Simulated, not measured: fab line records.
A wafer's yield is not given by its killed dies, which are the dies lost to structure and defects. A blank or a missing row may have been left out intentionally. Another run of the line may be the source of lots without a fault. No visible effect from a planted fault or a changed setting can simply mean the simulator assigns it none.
Comparing a struck lot with a sound one :: flow n5-finfet :: 19 steps out of a route of 1938
Sound: the wafers L735.2, L735.3, L735.5. Wafers L745.1, L745.4, L745.6 were the ones struck. The cause is given at the end.
Order at every step that has rows: each side's tool, ch and its chambers, its first start. Under that, the readings that differ: sound wafers :: struck wafers :: difference of the means :: sigmas: that difference in standard deviations of wafers without a fault.
alike: readings whose means differ by less than 2 such deviations, and words and numbers that are the same on both sides. not compared: withheld readings, readings that some wafer has no value for, bounds like >300 that may hide the same value, and numbers for which the record gives no deviation and whose values overlap.
A row with sigmas, a row that says differs or no value, or rows on one side alone: a step with any of these is where the two part. Numbers that have no deviation but don't overlap get no sigmas and don't part them. A reading that every wafer of one side lacks parts them only if that side has two wafers or more.

N5_BEOL_M15_VIA_ETCH_16: etches SiO2 in C4F8/O2/Ar, target depth 1792.2 nm.
  sound on rie-diel-04 ch 2,3, day 15 14:27; struck on rie-diel-06 ch 0,2, day 17 08:34
  alike: drypump-motor-current-A, he-inner-torr, he-outer-torr, oes_ar_750_au, oes-product-au, rf-vpp-V, showerhead-plenum-p-Torr, throttle-valve-pct
N5_BEOL_M15_STRIP_63: strips in O2.
  sound on rie-diel-04 ch 2,3; struck on rie-diel-06 ch 0,2
  alike: drypump-motor-current-A, oes-product-au, rf-vpp-V, showerhead-plenum-p-Torr, temp-c, throttle-valve-pct
  not compared: rf-hours-counter-h
N5_BEOL_M15_STRIP_64: strips in O2.
  sound on rie-diel-04 ch 2,3; struck on rie-diel-06 ch 0,2
  alike: drypump-motor-current-A, oes-product-au, rf-vpp-V, showerhead-plenum-p-Torr, temp-c, throttle-valve-pct
  not compared: rf-hours-counter-h
then, 2 steps without rows for these wafers: N5_BEOL_M15_STRIP_65 (strips in post etch residue remover, time 60 s); N5_BEOL_M15_SRD_66 (time 30 s, dry time 30 s).
N5_BEOL_M15_CD_MEAS_17: the cd target is 360 nm.
  sound: cd-sem-01 at day 15 14:52; struck: cd-sem-03 at day 17 09:01
  alike: cd-nm
then, 1 step without rows for these wafers: N5_BEOL_M15_COAT_56 (time 60 s, resist thk 550 nm).
N5_BEOL_M15_ETCH_57: etches SOC in N2/H2, time 750 s.
  sound on rie-diel-02 ch 0,2, day 15 14:58; struck on rie-diel-02 ch 0,1,2, day 17 09:07
  alike: drypump-motor-current-A, oes-product-au, rf-vpp-V, showerhead-plenum-p-Torr, throttle-valve-pct
  not compared: rf-hours-counter-h
then, 4 steps without rows for these wafers: N5_BEOL_M15_COAT_60 (time 60 s, resist thk 89 nm); N5_BEOL_M15_COAT_22 (resist thk 800 nm); N5_BEOL_M15_EBR_24; N5_BEOL_M15_SOFTBAKE_23 (time 60 s).
N5_BEOL_M15_EXPOSE_25: exposes mask M15, target cd 400 nm.
  sound on krf-scanner-02 ch 0, day 15 15:35; struck on krf-scanner-02 ch 0, day 17 09:51
reading: model.BEOL_M15.overlay-x-nm (nm)
sound: -1.4 -1.4 -1.4
struck: 110.4 110.4 110.4
difference: +111.8
sigmas: 
  alike: mask
then, 3 steps without rows for these wafers: N5_BEOL_M15_PEB_26 (peb time 90 s); N5_BEOL_M15_DEVELOP_27 (develop time 45 s); N5_BEOL_M15_HARDBAKE_32 (time 120 s).
N5_BEOL_M15_CD_MEAS_28: the cd target is 407.6 nm.
  sound on cd-sem-02 ch 0, day 15 15:45; struck on cd-sem-01 ch 0, day 17 10:01
  alike: cd-nm
N5_BEOL_M15_OVL_MEAS_29:
  sound on overlay-02 ch 0, day 15 15:47; struck on overlay-01 ch 0, day 17 10:03
reading: M15_OVL (nm)
sound: 2 1 3
struck: 113 107 115
difference: +110
sigmas: +24
N5_BEOL_M15_INSPECT_30: inspects for defects (macro).
  sound: defect-inspect-02 at day 15 15:48; struck: defect-inspect-02 at day 17 10:04
  alike: raw-defect-count

WHERE THEY PART
N5_BEOL_M15_OVL_MEAS_29 only, going by this record. Later steps at which nothing parts them and some readings are alike: N5_BEOL_M15_INSPECT_30.

WHY: the cause the simulator had injected
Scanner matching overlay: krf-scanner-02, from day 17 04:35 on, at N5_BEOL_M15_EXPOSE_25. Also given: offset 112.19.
